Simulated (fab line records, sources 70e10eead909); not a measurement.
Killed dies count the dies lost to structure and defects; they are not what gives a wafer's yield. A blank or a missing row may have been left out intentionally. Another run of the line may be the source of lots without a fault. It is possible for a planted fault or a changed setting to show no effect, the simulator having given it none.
Which tool is to blame? || flow nand harc || Sampling: 13 lots, 39 wafers, 4 of 1159 route steps

== WHAT THE GAUGES READ, wafer by wafer ==
Not one reading of a measure or inspect step in the record can be checked against a usual standard deviation.

== EACH LOT AND THE TOOL THAT RAN IT (in order: tool; ch and the chambers of the sampled wafers; start) ==
{"lot": "L518", "NHARC_P_ZERO_WELL_IMPLANT_27": "implanter-02 ch 0, day 1 15:13", "NHARC_P_GATE_HM_DEP_102": "acl dep-03 ch 0, day 4 10:46", "NHARC_P_GATE_DESCUM_93": "rie diel-12 ch 0,2, day 5 03:46", "NHARC_P_GATE_RTA_64": "rtp anneal-01 ch 0, day 5 05:26"}
{"lot": "L519", "NHARC_P_ZERO_WELL_IMPLANT_27": "implanter-02 ch 0, day 1 20:55", "NHARC_P_GATE_HM_DEP_102": "acl dep-01 ch 0, day 5 00:23", "NHARC_P_GATE_DESCUM_93": "rie diel-02 ch 1,2,3, day 5 17:25", "NHARC_P_GATE_RTA_64": "rtp anneal-01 ch 0, day 5 19:25"}
{"lot": "L520", "NHARC_P_ZERO_WELL_IMPLANT_27": "implanter-01 ch 0, day 2 02:56", "NHARC_P_GATE_HM_DEP_102": "acl dep-01 ch 0, day 4 23:50", "NHARC_P_GATE_DESCUM_93": "rie diel-12 ch 1,2, day 5 18:43", "NHARC_P_GATE_RTA_64": "rtp anneal-02 ch 0, day 5 20:29"}
{"lot": "L522", "NHARC_P_ZERO_WELL_IMPLANT_27": "implanter-01 ch 0, day 2 15:01", "NHARC_P_GATE_HM_DEP_102": "acl dep-03 ch 0, day 5 13:08", "NHARC_P_GATE_DESCUM_93": "rie diel-02 ch 1,2, day 6 07:56", "NHARC_P_GATE_RTA_64": "rtp anneal-01 ch 0, day 6 09:38"}
{"lot": "L523", "NHARC_P_ZERO_WELL_IMPLANT_27": "implanter-01 ch 0, day 2 20:50", "NHARC_P_GATE_HM_DEP_102": "acl dep-02 ch 0, day 6 02:13", "NHARC_P_GATE_DESCUM_93": "rie diel-02 ch 0,1,3, day 6 19:08", "NHARC_P_GATE_RTA_64": "rtp anneal-01 ch 0, day 6 20:48"}
{"lot": "L524", "NHARC_P_ZERO_WELL_IMPLANT_27": "implanter-01 ch 0, day 3 03:10", "NHARC_P_GATE_HM_DEP_102": "acl dep-01 ch 0, day 6 07:15", "NHARC_P_GATE_DESCUM_93": "rie diel-02 ch 0,3, day 7 00:49", "NHARC_P_GATE_RTA_64": "rtp anneal-01 ch 0, day 7 02:27"}
{"lot": "L525", "NHARC_P_ZERO_WELL_IMPLANT_27": "implanter-01 ch 0, day 3 09:32", "NHARC_P_GATE_HM_DEP_102": "acl dep-03 ch 0, day 6 07:34", "NHARC_P_GATE_DESCUM_93": "rie diel-02 ch 0,1,3, day 6 23:50", "NHARC_P_GATE_RTA_64": "rtp anneal-01 ch 0, day 7 01:33"}
{"lot": "L530", "NHARC_P_ZERO_WELL_IMPLANT_27": "implanter-01 ch 0, day 4 14:46", "NHARC_P_GATE_HM_DEP_102": "acl dep-03 ch 0, day 8 01:32", "NHARC_P_GATE_DESCUM_93": "rie diel-11 ch 0,2, day 8 18:56", "NHARC_P_GATE_RTA_64": "rtp anneal-01 ch 0, day 8 20:35"}
{"lot": "L536", "NHARC_P_ZERO_WELL_IMPLANT_27": "implanter-02 ch 0, day 6 02:49", "NHARC_P_GATE_HM_DEP_102": "acl dep-01 ch 0, day 9 08:28", "NHARC_P_GATE_DESCUM_93": "rie diel-12 ch 1,2,3, day 10 07:07", "NHARC_P_GATE_RTA_64": "rtp anneal-02 ch 0, day 10 08:45"}
{"lot": "L537", "NHARC_P_ZERO_WELL_IMPLANT_27": "implanter-01 ch 0, day 6 08:59", "NHARC_P_GATE_HM_DEP_102": "acl dep-01 ch 0, day 9 07:56", "NHARC_P_GATE_DESCUM_93": "rie diel-02 ch 1,2, day 10 01:00", "NHARC_P_GATE_RTA_64": "rtp anneal-01 ch 0, day 10 02:40"}
{"lot": "L538", "NHARC_P_ZERO_WELL_IMPLANT_27": "implanter-02 ch 0, day 6 15:08", "NHARC_P_GATE_HM_DEP_102": "acl dep-02 ch 0, day 9 08:29", "NHARC_P_GATE_DESCUM_93": "rie diel-02 ch 0,2,3, day 10 01:41", "NHARC_P_GATE_RTA_64": "rtp anneal-02 ch 0, day 10 03:31"}
{"lot": "L540", "NHARC_P_ZERO_WELL_IMPLANT_27": "implanter-02 ch 0, day 7 03:19", "NHARC_P_GATE_HM_DEP_102": "acl dep-01 ch 0, day 10 00:43", "NHARC_P_GATE_DESCUM_93": "rie diel-02 ch 0,2,3, day 10 17:40", "NHARC_P_GATE_RTA_64": "rtp anneal-01 ch 0, day 10 19:28"}
{"lot": "L541", "NHARC_P_ZERO_WELL_IMPLANT_27": "implanter-01 ch 0, day 7 08:59", "NHARC_P_GATE_HM_DEP_102": "acl dep-01 ch 0, day 10 08:12", "NHARC_P_GATE_DESCUM_93": "rie diel-02 ch 0,2, day 11 01:03", "NHARC_P_GATE_RTA_64": "rtp anneal-01 ch 0, day 11 02:43"}
- NHARC_P_ZERO_WELL_IMPLANT_27
- NHARC_P_GATE_HM_DEP_102: deposits aC, target thk 120 nm.
- NHARC_P_GATE_DESCUM_93: chemistry O2, time 3 s.
- NHARC_P_GATE_RTA_64: time 1 s.

== AS READ BY THE TOOLS THEMSELVES (means over the sampled wafers that have a number; for cases with no such wafer, the mark the record gives instead) ==
NHARC_P_ZERO_WELL_IMPLANT_27. Usual: tilt deg 7.000 degrees, standard deviation 0.021.
{"lot": "L518", "tool": "implanter-02", "tilt deg (degrees)": 6.978, "flag": ""}
{"lot": "L519", "tool": "implanter-02", "tilt deg (degrees)": 6.984, "flag": ""}
{"lot": "L520", "tool": "implanter-01", "tilt deg (degrees)": 6.994, "flag": ""}
{"lot": "L522", "tool": "implanter-01", "tilt deg (degrees)": 6.990, "flag": ""}
{"lot": "L523", "tool": "implanter-01", "tilt deg (degrees)": 6.995, "flag": ""}
{"lot": "L524", "tool": "implanter-01", "tilt deg (degrees)": 6.984, "flag": ""}
{"lot": "L525", "tool": "implanter-01", "tilt deg (degrees)": 6.997, "flag": ""}
{"lot": "L530", "tool": "implanter-01", "tilt deg (degrees)": 6.984, "flag": ""}
{"lot": "L536", "tool": "implanter-02", "tilt deg (degrees)": 7.005, "flag": ""}
{"lot": "L537", "tool": "implanter-01", "tilt deg (degrees)": 6.993, "flag": ""}
{"lot": "L538", "tool": "implanter-02", "tilt deg (degrees)": 7.016, "flag": ""}
{"lot": "L540", "tool": "implanter-02", "tilt deg (degrees)": 7.028, "flag": ""}
{"lot": "L541", "tool": "implanter-01", "tilt deg (degrees)": 6.993, "flag": ""}

NHARC_P_GATE_HM_DEP_102. Usual: throttle valve pct at 35.001 %, with a standard deviation of 0.0076.
{"lot": "L518", "tool": "acl dep-03", "throttle valve pct (%)": 34.999, "flag": ""}
{"lot": "L519", "tool": "acl dep-01", "throttle valve pct (%)": 34.998, "flag": ""}
{"lot": "L520", "tool": "acl dep-01", "throttle valve pct (%)": 34.998, "flag": ""}
{"lot": "L522", "tool": "acl dep-03", "throttle valve pct (%)": 34.993, "flag": ""}
{"lot": "L523", "tool": "acl dep-02", "throttle valve pct (%)": 34.999, "flag": ""}
{"lot": "L524", "tool": "acl dep-01", "throttle valve pct (%)": 35.000, "flag": ""}
{"lot": "L525", "tool": "acl dep-03", "throttle valve pct (%)": 35.008, "flag": ""}
{"lot": "L530", "tool": "acl dep-03", "throttle valve pct (%)": 35.004, "flag": ""}
{"lot": "L536", "tool": "acl dep-01", "throttle valve pct (%)": 35.009, "flag": ""}
{"lot": "L537", "tool": "acl dep-01", "throttle valve pct (%)": 34.998, "flag": ""}
{"lot": "L538", "tool": "acl dep-02", "throttle valve pct (%)": 35.005, "flag": ""}
{"lot": "L540", "tool": "acl dep-01", "throttle valve pct (%)": 34.995, "flag": ""}
{"lot": "L541", "tool": "acl dep-01", "throttle valve pct (%)": 34.999, "flag": ""}

NHARC_P_GATE_DESCUM_93. Usual: drypump motor current A 5.6 A, standard deviation 0.48; oes product au 1.000 a.u., standard deviation 0.0072; rf vpp V 58.0 V, standard deviation 0.93; showerhead plenum p Torr 1.94 Torr, standard deviation 0.09; throttle valve pct 11.310 %, standard deviation 0.01.
{"lot": "L518", "tool": "rie diel-12", "drypump motor current A (A)": 5.8, "oes product au (a.u.)": 0.997, "rf vpp V (V)": 59.1, "showerhead plenum p Torr (Torr)": 1.93, "throttle valve pct (%)": 11.303, "flag": ""}
{"lot": "L519", "tool": "rie diel-02", "drypump motor current A (A)": 5.4, "oes product au (a.u.)": 0.999, "rf vpp V (V)": 59.0, "showerhead plenum p Torr (Torr)": 1.93, "throttle valve pct (%)": 11.315, "flag": ""}
{"lot": "L520", "tool": "rie diel-12", "drypump motor current A (A)": 5.5, "oes product au (a.u.)": 0.999, "rf vpp V (V)": 57.8, "showerhead plenum p Torr (Torr)": 1.90, "throttle valve pct (%)": 11.306, "flag": ""}
{"lot": "L522", "tool": "rie diel-02", "drypump motor current A (A)": 5.1, "oes product au (a.u.)": 1.010, "rf vpp V (V)": 57.0, "showerhead plenum p Torr (Torr)": 1.91, "throttle valve pct (%)": 11.309, "flag": ""}
{"lot": "L523", "tool": "rie diel-02", "drypump motor current A (A)": 5.7, "oes product au (a.u.)": 0.992, "rf vpp V (V)": 58.7, "showerhead plenum p Torr (Torr)": 2.01, "throttle valve pct (%)": 11.306, "flag": ""}
{"lot": "L524", "tool": "rie diel-02", "drypump motor current A (A)": 6.0, "oes product au (a.u.)": 0.998, "rf vpp V (V)": 58.8, "showerhead plenum p Torr (Torr)": 2.02, "throttle valve pct (%)": 11.311, "flag": ""}
{"lot": "L525", "tool": "rie diel-02", "drypump motor current A (A)": 5.7, "oes product au (a.u.)": 0.995, "rf vpp V (V)": 57.4, "showerhead plenum p Torr (Torr)": 2.01, "throttle valve pct (%)": 11.313, "flag": ""}
{"lot": "L530", "tool": "rie diel-11", "drypump motor current A (A)": 4.9, "oes product au (a.u.)": 0.997, "rf vpp V (V)": 58.4, "showerhead plenum p Torr (Torr)": 1.94, "throttle valve pct (%)": 11.303, "flag": ""}
{"lot": "L536", "tool": "rie diel-12", "drypump motor current A (A)": 5.6, "oes product au (a.u.)": 1.002, "rf vpp V (V)": 58.3, "showerhead plenum p Torr (Torr)": 1.91, "throttle valve pct (%)": 11.310, "flag": ""}
{"lot": "L537", "tool": "rie diel-02", "drypump motor current A (A)": 5.3, "oes product au (a.u.)": 1.009, "rf vpp V (V)": 57.7, "showerhead plenum p Torr (Torr)": 1.85, "throttle valve pct (%)": 11.309, "flag": ""}
{"lot": "L538", "tool": "rie diel-02", "drypump motor current A (A)": 5.9, "oes product au (a.u.)": 1.007, "rf vpp V (V)": 59.1, "showerhead plenum p Torr (Torr)": 1.94, "throttle valve pct (%)": 11.313, "flag": ""}
{"lot": "L540", "tool": "rie diel-02", "drypump motor current A (A)": 5.9, "oes product au (a.u.)": 0.999, "rf vpp V (V)": 57.1, "showerhead plenum p Torr (Torr)": 1.94, "throttle valve pct (%)": 11.308, "flag": ""}
{"lot": "L541", "tool": "rie diel-02", "drypump motor current A (A)": 5.8, "oes product au (a.u.)": 0.998, "rf vpp V (V)": 56.9, "showerhead plenum p Torr (Torr)": 1.87, "throttle valve pct (%)": 11.302, "flag": ""}

NHARC_P_GATE_RTA_64. Usual: lamp power pct 32.7 %, standard deviation 1.6; wafer_temp_C_max 1055.4, standard deviation 1.8.
{"lot": "L518", "tool": "rtp anneal-01", "lamp power pct (%)": 34.0, "wafer_temp_C_max": 1054.2, "flag": ""}
{"lot": "L519", "tool": "rtp anneal-01", "lamp power pct (%)": 33.9, "wafer_temp_C_max": 1054.6, "flag": ""}
{"lot": "L520", "tool": "rtp anneal-02", "lamp power pct (%)": 30.7, "wafer_temp_C_max": 1057.1, "flag": ""}
{"lot": "L522", "tool": "rtp anneal-01", "lamp power pct (%)": 34.0, "wafer_temp_C_max": 1054.1, "flag": ""}
{"lot": "L523", "tool": "rtp anneal-01", "lamp power pct (%)": 33.9, "wafer_temp_C_max": 1055.6, "flag": ""}
{"lot": "L524", "tool": "rtp anneal-01", "lamp power pct (%)": 34.0, "wafer_temp_C_max": 1054.6, "flag": ""}
{"lot": "L525", "tool": "rtp anneal-01", "lamp power pct (%)": 34.0, "wafer_temp_C_max": 1054.8, "flag": ""}
{"lot": "L530", "tool": "rtp anneal-01", "lamp power pct (%)": 34.0, "wafer_temp_C_max": 1054.1, "flag": ""}
{"lot": "L536", "tool": "rtp anneal-02", "lamp power pct (%)": 30.7, "wafer_temp_C_max": 1055.8, "flag": ""}
{"lot": "L537", "tool": "rtp anneal-01", "lamp power pct (%)": 33.9, "wafer_temp_C_max": 1054.0, "flag": ""}
{"lot": "L538", "tool": "rtp anneal-02", "lamp power pct (%)": 30.7, "wafer_temp_C_max": 1057.3, "flag": ""}
{"lot": "L540", "tool": "rtp anneal-01", "lamp power pct (%)": 33.9, "wafer_temp_C_max": 1054.9, "flag": ""}
{"lot": "L541", "tool": "rtp anneal-01", "lamp power pct (%)": 34.0, "wafer_temp_C_max": 1053.5, "flag": ""}

== THE ANSWER, worked out from the rows above alone ==
Rule: a lot is off if the mean of its wafers that have a number lies more than 3 standard deviations from the usual mean. A lot without any number at a reading at which 4 lots or more have one is off too. All remaining lots with rows at the step are treated as sound. The gauges are gone through in route order, then the tools' own readings, and for those a lot's mean is taken as printed above. The first step at which some lot is off is used, and at that step the reading that is off furthest; a lot without a number counts as furthest.
No lot is off at any reading shown: from this, nothing can be told.

== WHAT THE SIMULATOR PUT IN ==
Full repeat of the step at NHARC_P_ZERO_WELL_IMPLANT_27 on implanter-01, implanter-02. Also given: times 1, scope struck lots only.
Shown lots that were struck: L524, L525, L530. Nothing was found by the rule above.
